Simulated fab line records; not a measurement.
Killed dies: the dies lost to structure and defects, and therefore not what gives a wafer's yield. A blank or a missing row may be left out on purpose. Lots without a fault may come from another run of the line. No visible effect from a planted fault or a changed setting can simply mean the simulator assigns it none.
Chamber matching	flow n5_finfet	N5_GATE_CUT_CMP_61 on cmp-03: 4 sister chambers
The step polishes, stops on SiNx, t overpolish 3 s. 8 wafers are shown with their chamber, then 11 later ones without.

WAFERS, EACH WITH ITS CHAMBER
wafer	chamber	motor_current_A (A)
L078.4	3	15.2
L081.3	1	10.3
L084.2	2	12.5
L084.6	0	11.6
L088.1	1	10.9
L088.3	2	12.0
L088.4	3	14.5
L089.1	0	11.8

WAFERS MISSING THEIR CHAMBER
wafer	motor_current_A (A)
L089.4	14.7
L089.5	12.7
L090.2	11.9
L090.3	15.2
L090.5	11.8
L095.2	10.6
L095.3	11.9
L095.4	13.0
L097.3	10.3
L097.5	10.7
L097.6	12.2

EACH ONE'S CHAMBER
wafer	from the rows above	in truth
L089.4	3	3
L089.5	can't be placed: 2 or 0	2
L090.2	can't be placed: 0 or 2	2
L090.3	3	3
L090.5	can't be placed: 0 or 2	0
L095.2	1	1
L095.3	can't be placed: 0 or 2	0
L095.4	can't be placed: 2 or 0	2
L097.3	1	1
L097.5	1	1
L097.6	can't be placed: 2 or 0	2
Placed correctly: 5 of 11. From these rows, 6 cannot be placed; in 6 the true chamber is one of the candidates. Wrongly placed: 0.
How it was worked out, from the rows above alone: a wafer's distance from a chamber is the root of the sum, over the readings, of the square of ((its reading less the chamber's mean) divided by the reading's scatter). The wafer belongs to the nearest chamber; if the next one is less than 2 further off, it can't be placed. Each chamber's mean is taken over the wafers shown for it. The scatter is the square root of a quotient: the sum, over the shown wafers, of each reading's squared deviation from its chamber's mean, divided by wafers minus chambers.
